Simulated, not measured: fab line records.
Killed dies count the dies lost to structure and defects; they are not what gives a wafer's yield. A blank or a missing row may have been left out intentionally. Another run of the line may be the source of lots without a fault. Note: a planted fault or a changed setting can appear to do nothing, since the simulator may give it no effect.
fab line records	flow n5-finfet
record: lots: 7	wafers: 21	last-day: 18
route steps=1938 shown BEOL_M11@1545
lots untouched by any fault: they come from a run of this same line in which no faults occurred
start-h: hours from the record's opening day to when the first of the lot's shown wafers began	wait-h: hours from the lot's prior step to this one	" repeats the value in the row above	L1.1+2: one row covering several wafers at once	- no value, or no start was given	* or withheld: withheld	< > ~ a bound
route shown NAME@n: NAME is a module with steps in the file, n the number in the route of the first one	usual: average and standard deviation across the fault-free wafers	same: alike in all rows	chamber/n: place in a boat	sites: per-site readings	_std_site: standard deviation of those values	_edge_site: the outer-site mean with the inner-site mean subtracted	radius-mm: for every site, how far away it sits from the centre of the wafer	mask NAME#n: copy n	behind: the most recent tool/chamber to have shaped the wafer	hold: the reason the lot was held/the length of the hold in hours/how it ended	device: the transistor (n, p or np) that didn't switch	end of line: at the end of the route, the tests of the same wafers	a step without rows: its recipe alone	killed: count of dies lost to structure and defects at first sort (not the wafer's yield)	map: the dies of a wafer, with x for killed, . for not killed, _ for no die there
set.NAME: the setting that was run; set.NAME@STEP: the one run at that earlier step	model.NAME: the simulator's own value behind a step, which no gauge read
lots at some steps of the route; a table a step, a row a wafer
services: a tool's chamber out of use, with start hour (start-h, from the record's first day; less than 0 if before it), hours out, and reason
== steps ==
step: N5_BEOL_M11_SOFTBAKE_06
recipe: temp-c: 110	time-s: 60	resist: CAR-ArF
step: N5_BEOL_M11_EXPOSE_08
recipe: mask-id: M11	na: 1.35	source-shape: dipole	sigma-inner: 0.411	sigma-outer: 0.611	polarization: te	dose-mj: 53.75
step: N5_BEOL_M11_PEB_09
recipe: peb-temp-c: withheld	peb-time-s: 60	resist: CAR-ArF
step: N5_BEOL_M11_DEVELOP_10
recipe: develop-time-s: 30	developer: TMAH	resist: CAR-ArF	rinse-liquid: diw	dry: air-spin	dev-temp-c: 23
step: N5_BEOL_M11_CD_MEAS_11
recipe: target-cd-nm: 64.1	landing-energy-ev: 500	detector: se-inlens	polarity: opening
usual: cd-nm: 64.3/0.54
lot.wafer	tool	chamber	start-h	wait-h	cd-nm
L227.1	cd-sem-02	0	244.55	-	64.5
L227.2	"	0	"	"	64.4
L227.5	"	0	"	"	64.4
L229.3	cd-sem-01	0	265.72	-	65.2
L229.5	"	0	"	"	64.4
L229.6	"	0	"	"	65.1
L234.1	cd-sem-03	0	326.37	-	64.8
L234.2	"	0	"	"	64.0
L234.4	"	0	"	"	64.4
L239.1	cd-sem-01	0	342.97	-	64.2
L239.2	"	0	"	"	65.2
L239.3	"	0	"	"	65.3
L238.1	cd-sem-03	0	347.50	-	63.9
L238.3	"	0	"	"	63.9
L238.4	"	0	"	"	64.3
L244.2	cd-sem-01	0	356.42	-	63.5
L244.3	"	0	"	"	64.1
L244.5	"	0	"	"	62.9
L242.1	cd-sem-03	0	373.64	-	64.9
L242.2	"	0	"	"	63.8
L242.4	"	0	"	"	64.4
step: N5_BEOL_M11_OVL_MEAS_12
recipe: points-per-wafer: 44
usual: M11_OVL: 0.3/0.71
lot.wafer	tool	chamber	start-h	wait-h	M11_OVL[nm]
L227.1	overlay-01	0	244.58	0.0	-0.5
L227.2	"	0	"	"	-0.3
L227.5	"	0	"	"	-0.1
L229.3	overlay-01	0	265.75	0.0	0.9
L229.5	"	0	"	"	0.6
L229.6	"	0	"	"	0.4
L234.1	overlay-02	0	326.40	0.0	1.8
L234.2	"	0	"	"	0.9
L234.4	"	0	"	"	0.7
L239.1	overlay-01	0	343.00	0.0	-0.2
L239.2	"	0	"	"	-1.0
L239.3	"	0	"	"	-0.8
L238.1	overlay-02	0	347.53	0.0	0.4
L238.3	"	0	"	"	0.0
L238.4	"	0	"	"	1.0
L244.2	overlay-01	0	356.44	0.0	0.4
L244.3	"	0	"	"	-0.5
L244.5	"	0	"	"	-0.1
L242.1	overlay-01	0	373.67	0.0	-0.3
L242.2	"	0	"	"	0.9
L242.4	"	0	"	"	0.2
step: N5_BEOL_M11_INSPECT_13
recipe: mode: adi	inspect-instrument: brightfield
usual: raw-defect-count: 422/92
lot.wafer	tool	chamber	start-h	wait-h	raw-defect-count
L227.1	defect-inspect-01	-	244.61	0.0	354
L227.2	"	-	"	"	315
L227.5	"	-	"	"	428
L229.3	defect-inspect-02	-	265.77	0.0	307
L229.5	"	-	"	"	288
L229.6	"	-	"	"	293
L234.1	defect-inspect-02	-	326.42	0.0	506
L234.2	"	-	"	"	476
L234.4	"	-	"	"	527
L239.1	defect-inspect-01	-	343.03	0.0	382
L239.2	"	-	"	"	392
L239.3	"	-	"	"	364
L238.1	defect-inspect-01	-	347.55	0.0	386
L238.3	"	-	"	"	471
L238.4	"	-	"	"	370
L244.2	defect-inspect-01	-	356.47	0.0	390
L244.3	"	-	"	"	344
L244.5	"	-	"	"	352
L242.1	defect-inspect-01	-	373.69	0.0	403
L242.2	"	-	"	"	398
L242.4	"	-	"	"	479
step: N5_BEOL_M11_DESCUM_16
recipe: chemistry: O2	time-s: 7.9	source-power-w: 50	bias-power-w: 20	pressure-mtorr: 20	rf-frequency-hz: 2.712e+07	temp-c: 40	resist: CAR-ArF	o2-flow-sccm: 225
usual: drypump-motor-current-A: 5.8/0.69	oes-product-au: 0.75/0.055	rf-vpp-V: 242.8/1.3	showerhead-plenum-p-Torr: 2.07/0.056	throttle-valve-pct: 20.34/0.19
lot.wafer	tool	chamber	start-h	wait-h	drypump-motor-current-A	oes-product-au	rf-hours-counter-h	rf-vpp-V	showerhead-plenum-p-Torr	throttle-valve-pct
L227.1	rie-diel-01	0	244.67	0.1	5.6	0.80	138	243.2	2.11	20.55
L227.2	"	1	"	"	4.9	0.70	215	239.9	1.98	20.40
L227.5	"	2	"	"	5.2	0.70	-	241.5	2.07	20.04
L229.3	rie-diel-03	1	265.88	0.1	5.3	0.82	67	242.4	2.12	19.93
L229.5	"	3	"	"	6.4	0.71	-	241.2	2.04	20.31
L229.6	"	0	"	"	6.4	0.79	-	243.2	2.10	20.23
L234.1	rie-diel-01	3	326.46	0.0	6.5	0.82	77	243.0	2.04	20.41
L234.2	"	1	"	"	4.9	0.68	237	240.8	1.97	20.45
L234.4	"	0	"	"	5.6	0.77	160	242.6	2.10	20.59
L239.1	rie-diel-01	1	343.06	0.0	4.9	0.67	242	241.6	1.97	20.47
L239.2	"	0	"	"	5.6	0.77	164	243.1	2.10	20.60
L239.3	"	3	"	"	6.4	0.81	82	242.7	2.03	20.41
L238.1	rie-diel-04	3	347.59	0.0	6.8	0.79	108	242.7	2.03	20.42
L238.3	"	2	"	"	6.5	0.81	68	241.4	2.05	20.29
L238.4	"	1	"	"	4.7	0.71	203	243.5	2.17	20.38
L244.2	rie-diel-01	3	356.50	0.0	6.4	0.80	86	242.5	2.03	20.40
L244.3	"	1	"	"	4.9	0.67	246	241.6	1.97	20.47
L244.5	"	1	"	"	4.9	0.67	-	240.0	1.97	20.46
L242.1	rie-diel-03	2	373.88	0.2	6.6	0.71	231	241.3	1.99	20.67
L242.2	"	0	"	"	6.4	0.76	147	242.9	2.09	20.29
L242.4	"	2	"	"	6.6	0.72	-	241.3	1.99	20.67
step: N5_BEOL_M11_ETCH_61
recipe: chemistry: CF4	target: SiARC	target-depth-a: 390	mask-material: CAR-ArF	time-s: 65	ion-energy-ev: 80	pressure-mtorr: 40	source-w: 545	bias-w: 36	Ar_flow_sccm: 100	cf4-flow-sccm: 100	ends: cleared
usual: bias-w: 35.99/0.095	drypump-motor-current-A: 5.8/0.7	etch-rf-on-time-s: 66.3/1.6	oes-product-au: 0.64/0.046	rf-vpp-V: 183.8/1.1	showerhead-plenum-p-Torr: 2.12/0.052	throttle-valve-pct: 15.56/0.19
lot.wafer	tool	chamber	start-h	wait-h	bias-w	drypump-motor-current-A	etch-rf-on-time-s	oes-product-au	rf-hours-counter-h	rf-vpp-V	showerhead-plenum-p-Torr	throttle-valve-pct
L227.1	rie-diel-01	0	244.70	0.0	36.15	5.6	63.3	0.67	138	184.1	2.16	15.78
L227.2	"	1	"	"	36.05	4.9	67.2	0.59	215	181.7	2.03	15.71
L227.5	"	2	"	"	36.04	5.2	67.7	0.60	-	184.5	2.14	15.41
L229.3	rie-diel-03	1	265.91	0.0	36.05	5.4	65.0	0.70	68	184.2	2.17	15.16
L229.5	"	3	"	"	36.09	6.4	64.2	0.60	-	183.8	2.11	15.71
L229.6	"	0	"	"	36.02	6.4	68.6	0.65	-	183.5	2.14	15.40
L234.1	rie-diel-01	3	326.49	0.0	36.12	6.4	66.3	0.69	77	182.3	2.10	15.60
L234.2	"	1	"	"	35.95	4.9	68.6	0.57	237	183.7	2.03	15.77
L234.4	"	0	"	"	36.07	5.6	63.3	0.66	160	184.5	2.16	15.85
L239.1	rie-diel-01	1	343.10	0.0	35.94	4.9	67.2	0.58	242	182.5	2.03	15.78
L239.2	"	0	"	"	35.96	5.6	63.6	0.66	164	185.3	2.16	15.83
L239.3	"	3	"	"	35.96	6.4	66.0	0.69	82	181.8	2.09	15.61
L238.1	rie-diel-04	3	347.62	0.0	36.21	6.7	65.9	0.67	108	183.9	2.08	15.59
L238.3	"	2	"	"	35.92	6.5	66.9	0.69	68	182.9	2.07	15.30
L238.4	"	1	"	"	36.07	4.7	64.3	0.61	203	186.2	2.20	15.52
L244.2	rie-diel-01	3	356.54	0.0	35.71	6.4	65.7	0.69	86	182.2	2.09	15.61
L244.3	"	1	"	"	35.96	4.9	68.1	0.57	246	183.3	2.02	15.80
L244.5	"	1	"	"	35.94	4.9	68.1	0.56	-	183.5	2.03	15.78
L242.1	rie-diel-03	2	373.92	0.0	35.99	6.6	66.1	0.61	231	181.5	2.03	15.81
L242.2	"	0	"	"	35.91	6.4	68.9	0.62	147	184.7	2.13	15.48
L242.4	"	2	"	"	35.80	6.6	66.0	0.61	-	182.7	2.03	15.83
step: N5_BEOL_M11_ETCH_62
recipe: chemistry: N2/H2	target: SOC	target-depth-a: 1100	overetch-a: 220	mask-material: SiARC	temp-c: 40	time-s: 165	ion-energy-ev: 200	pressure-mtorr: 30	source-w: 840	bias-w: 150	n2-flow-sccm: 200	h2-flow-sccm: 200
usual: bias-w: 150.0/0.47	drypump-motor-current-A: 5.8/0.7	oes-product-au: 0.64/0.044	rf-vpp-V: 523.1/2	showerhead-plenum-p-Torr: 2.51/0.074	throttle-valve-pct: 17.75/0.2
lot.wafer	tool	chamber	start-h	wait-h	bias-w	drypump-motor-current-A	oes-product-au	rf-hours-counter-h	rf-vpp-V	showerhead-plenum-p-Torr	throttle-valve-pct
L227.1	rie-diel-01	0	244.75	0.0	150.1	5.6	0.66	138	524.5	2.55	17.80
L227.2	"	1	"	"	149.8	4.9	0.60	215	520.3	2.40	17.92
L227.5	"	2	"	"	149.5	5.2	0.60	-	522.9	2.53	17.58
L229.3	rie-diel-03	1	265.96	0.0	150.4	5.3	0.69	68	524.2	2.57	17.28
L229.5	"	3	"	"	150.6	6.5	0.61	-	523.5	2.52	18.00
L229.6	"	0	"	"	149.0	6.4	0.67	-	524.8	2.56	17.71
L234.1	rie-diel-01	3	326.54	0.0	150.1	6.4	0.70	77	521.5	2.47	17.80
L234.2	"	1	"	"	150.3	4.9	0.58	237	521.0	2.39	17.96
L234.4	"	0	"	"	149.6	5.6	0.65	160	524.0	2.54	17.85
L239.1	rie-diel-01	1	343.15	0.0	149.5	4.9	0.58	242	521.0	2.39	17.96
L239.2	"	0	"	"	151.1	5.6	0.64	164	523.6	2.54	17.85
L239.3	"	3	"	"	150.6	6.4	0.70	82	522.0	2.47	17.79
L238.1	rie-diel-04	3	347.67	0.0	150.1	6.7	0.66	108	521.0	2.45	17.82
L238.3	"	2	"	"	148.9	6.5	0.68	68	521.5	2.46	17.38
L238.4	"	1	"	"	149.9	4.7	0.60	203	526.1	2.64	17.87
L244.2	rie-diel-01	3	356.59	0.0	150.4	6.5	0.69	86	521.8	2.47	17.81
L244.3	"	1	"	"	150.2	4.9	0.58	246	519.8	2.39	17.97
L244.5	"	1	"	"	149.8	4.9	0.58	-	520.6	2.39	17.95
L242.1	rie-diel-03	2	373.97	0.0	150.5	6.6	0.61	231	520.3	2.40	18.01
L242.2	"	0	"	"	151.1	6.4	0.64	147	525.2	2.54	17.79
L242.4	"	2	"	"	150.3	6.6	0.61	-	520.4	2.40	17.98
step: N5_BEOL_M11_STRIP_68
recipe: chemistry: N2/H2	temp-c: 40	n2-flow-sccm: 200	h2-flow-sccm: 200	rf-frequency-hz: 6e+07
step: N5_BEOL_M11_STRIP_67
recipe: chemistry: CF4	resist: SiARC	power-w: 300	bias-power-w: 75	pressure-mtorr: 50	cf4-flow-sccm: 150	rf-frequency-hz: 6e+07
usual: drypump-motor-current-A: 5.8/0.7	oes-product-au: 0.75/0.052	rf-vpp-V: 270.7/1.3	showerhead-plenum-p-Torr: 1.78/0.044	throttle-valve-pct: 13.56/0.19
lot.wafer	tool	chamber	start-h	wait-h	drypump-motor-current-A	oes-product-au	rf-hours-counter-h	rf-vpp-V	showerhead-plenum-p-Torr	throttle-valve-pct
L227.1	rie-diel-01	0	244.90	0.0	5.6	0.78	138	271.0	1.82	13.75
L227.2	"	1	"	"	4.9	0.70	215	269.8	1.70	13.72
L227.5	"	2	"	"	5.2	0.72	-	271.4	1.79	13.41
L229.3	rie-diel-03	1	266.11	0.0	5.3	0.82	68	271.5	1.82	13.13
L229.5	"	3	"	"	6.4	0.71	-	269.2	1.77	13.74
L229.6	"	0	"	"	6.4	0.79	-	270.9	1.80	13.43
L234.1	rie-diel-01	3	326.69	0.0	6.4	0.82	77	270.5	1.76	13.55
L234.2	"	1	"	"	4.9	0.69	237	268.5	1.70	13.78
L234.4	"	0	"	"	5.6	0.76	160	271.3	1.81	13.82
L239.1	rie-diel-01	1	343.29	0.0	4.9	0.69	242	268.6	1.70	13.78
L239.2	"	0	"	"	5.6	0.76	164	270.2	1.81	13.82
L239.3	"	3	"	"	6.4	0.82	82	270.3	1.76	13.57
L238.1	rie-diel-04	3	347.82	0.0	6.7	0.78	108	270.2	1.75	13.58
L238.3	"	2	"	"	6.4	0.81	68	270.0	1.73	13.25
L238.4	"	1	"	"	4.7	0.71	203	271.3	1.84	13.54
L244.2	rie-diel-01	3	356.73	0.0	6.4	0.81	86	270.1	1.76	13.57
L244.3	"	1	"	"	4.9	0.68	246	270.4	1.70	13.78
L244.5	"	1	"	"	4.9	0.68	-	269.6	1.70	13.77
L242.1	rie-diel-03	2	374.11	0.0	6.7	0.72	231	270.9	1.70	13.82
L242.2	"	0	"	"	6.4	0.76	147	272.8	1.79	13.49
L242.4	"	2	"	"	6.6	0.72	-	270.3	1.70	13.84
step: N5_BEOL_M11_HM_OPEN_17
recipe: chemistry: Cl2/BCl3	target-depth-a: 200	overetch-a: 60	target: TiN	mask-material: SOC	ion-energy-ev: 150	pressure-mtorr: 10	icp-w: 1000	bias-w: 126	Cl2_flow_sccm: 53.25	bcl3-flow-sccm: 21.75	Ar_flow_sccm: 25
usual: bias-w: 126.0/0.38	drypump-motor-current-A: 5.7/0.55	oes-product-au: 0.68/0.083	throttle-valve-pct: 22.14/0.14
lot.wafer	tool	chamber	start-h	wait-h	bias-w	drypump-motor-current-A	oes-product-au	rf-hours-counter-h	throttle-valve-pct	model.SOC_of_BEOL_M11_COAT_59.thk-nm	model.etch.depth-nm
L227.1	rie-metal-02	1	244.94	0.0	126.2	6.1	0.60	77	22.29	91.8	20.08
L227.2	"	1	"	"	125.5	6.1	0.60	-	22.29	91.8	20.26
L227.5	"	1	"	"	126.1	6.1	0.60	-	22.29	92	19.93
L229.3	rie-metal-02	1	266.21	0.1	127.0	6.1	0.59	-	22.30	92.4	19.68
L229.5	"	1	"	"	125.9	6.1	0.59	-	22.30	92.4	19.6
L229.6	"	1	"	"	126.6	6.1	0.60	-	22.31	92.4	19.59
L234.1	rie-metal-02	1	326.73	0.0	126.4	6.0	0.59	88	22.30	93.6	20.45
L234.2	"	0	"	"	125.9	5.3	0.82	3	22.20	94.2	19.73
L234.4	"	0	"	"	125.9	5.3	0.81	-	22.19	94.2	19.68
L239.1	rie-metal-02	0	343.33	0.0	125.7	5.3	0.80	5	22.21	94.4	19.58
L239.2	"	1	"	"	126.4	6.0	0.57	90	22.31	94	19.95
L239.3	"	1	"	"	125.7	6.1	0.58	-	22.32	94	19.9
L238.1	rie-metal-02	1	347.86	0.0	126.1	6.1	0.58	90	22.35	93.6	19.63
L238.3	"	0	"	"	125.7	5.3	0.79	-	22.20	93.6	19.79
L238.4	"	1	"	"	125.6	6.0	0.58	-	22.33	93.8	19.92
L244.2	rie-metal-03	1	356.77	0.0	125.4	5.7	0.62	55	22.04	91.8	20.19
L244.3	"	0	"	"	126.0	6.5	0.70	-	22.11	92.2	20.33
L244.5	"	1	"	"	125.1	5.7	0.63	-	22.05	92	20.42
L242.1	rie-metal-01	0	374.15	0.0	125.5	4.6	0.72	23	21.99	91.4	19.88
L242.2	"	1	"	"	125.9	5.9	0.70	21	21.95	92.2	19.93
L242.4	"	0	"	"	125.7	4.6	0.72	-	21.97	91.4	20.11
step: N5_BEOL_M11_STRIP_19
recipe: chemistry: O2	power-w: 400	temp-c: 40	pressure-mtorr: 30	rf-frequency-hz: 6e+07	bias-power-w: 0	overash-fraction: 0.2	o2-flow-sccm: 225
usual: drypump-motor-current-A: 5.9/0.7	oes-product-au: 0.75/0.05	rf-vpp-V: 3.7/0.55	showerhead-plenum-p-Torr: 2.08/0.057	throttle-valve-pct: 16.61/0.19
lot.wafer	tool	chamber	start-h	wait-h	drypump-motor-current-A	oes-product-au	rf-hours-counter-h	rf-vpp-V	showerhead-plenum-p-Torr	throttle-valve-pct
L227.1	rie-diel-01	2	245.17	0.2	5.2	0.71	182	4.2	2.07	16.35
L227.2	"	3	"	"	6.4	0.84	56	3.0	2.05	16.60
L227.5	"	0	"	"	5.6	0.79	-	3.7	2.11	16.80
L229.3	rie-diel-03	1	266.44	0.2	5.3	0.82	68	4.2	2.12	16.22
L229.5	"	0	"	"	6.4	0.79	-	3.1	2.10	16.49
L229.6	"	1	"	"	5.3	0.82	-	4.3	2.12	16.21
L234.1	rie-diel-04	0	326.84	0.1	5.4	0.70	228	4.0	2.16	16.72
L234.2	"	2	"	"	6.5	0.82	59	4.2	2.06	16.50
L234.4	"	3	"	"	6.7	0.79	104	4.0	2.03	16.64
L239.1	rie-diel-03	3	343.45	0.1	6.4	0.69	245	3.7	2.04	16.66
L239.2	"	1	"	"	5.3	0.78	88	3.7	2.12	16.25
L239.3	"	0	"	"	6.4	0.76	135	3.4	2.09	16.55
L238.1	rie-diel-04	2	347.97	0.1	6.5	0.82	68	3.8	2.06	16.53
L238.3	"	3	"	"	6.7	0.80	108	3.9	2.03	16.62
L238.4	"	1	"	"	4.7	0.70	203	3.7	2.17	16.66
L244.2	rie-diel-04	1	356.98	0.2	4.7	0.70	205	3.7	2.17	16.63
L244.3	"	3	"	"	6.8	0.79	111	3.7	2.03	16.64
L244.5	"	3	"	"	6.8	0.80	-	4.1	2.03	16.65
L242.1	rie-diel-01	0	374.33	0.1	5.6	0.76	174	2.7	2.10	16.86
L242.2	"	3	"	"	6.4	0.80	91	4.6	2.04	16.65
L242.4	"	3	"	"	6.4	0.80	-	3.5	2.04	16.63
== services ==
tool	chamber	start-h	hours	kind
rie-metal-02	0	232.25	1.0	repair
rie-diel-01	3	233.71	4.6	repair
rie-metal-02	0	244.69	22.3	repair
rie-metal-02	-	246.99	1.4	pm
rie-diel-03	-	247.81	0.9	repair
rie-metal-02	0	284.74	9.4	repair
rie-metal-03	-	290.84	14.6	pm
rie-diel-03	1	292.57	11.4	repair
rie-diel-04	-	307.34	1.1	repair
rie-diel-03	3	329.30	4.3	repair
rie-diel-04	3	332.64	7.5	repair
rie-diel-04	0	334.08	6.7	repair
rie-metal-01	-	340.44	28.1	pm
rie-diel-03	3	348.00	1.3	repair
rie-diel-03	3	361.07	-	clean
rie-diel-03	3	361.07	-	consumable-replace:focus-ring
rie-diel-03	3	361.07	29.4	scheduled-down
rie-diel-03	3	361.07	29.4	vent-cycle
rie-diel-01	1	372.75	-	clean
rie-diel-01	1	372.75	-	consumable-replace:focus-ring
rie-diel-01	1	372.75	-	consumable-replace:showerhead
rie-diel-01	1	372.75	22.7	scheduled-down
rie-diel-01	1	372.75	22.7	vent-cycle
rie-metal-03	-	373.47	1.4	pm
== key ==
first-sign none at tools or gauges
model-effect: step: N5_BEOL_M11_HM_OPEN_17	value: SOC_of_BEOL_M11_COAT_59.thk-nm	without: 92.02	struck: 93.93
met-at N5_BEOL_M11_HM_OPEN_17
struck-wafers L234.1,L234.2,L234.4,L238.1,L238.3,L238.4,L239.1,L239.2,L239.3
sort-left-out L234.1,L234.2,L234.4,L238.1,L238.3,L238.4,L239.1,L239.2,L239.3
onset-between 266.21 326.73
fault: kind: process-parameter-drift	tool: rie-metal-02	chamber: -	onset-h: 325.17	steps: N5_BEOL_M11_HM_OPEN_17	channel: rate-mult	offset: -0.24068	shape: step	end-h: 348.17
sort-left-out: the simulated sort isn't trusted on such a fault, so these wafers' sort isn't shown, and their yield isn't known
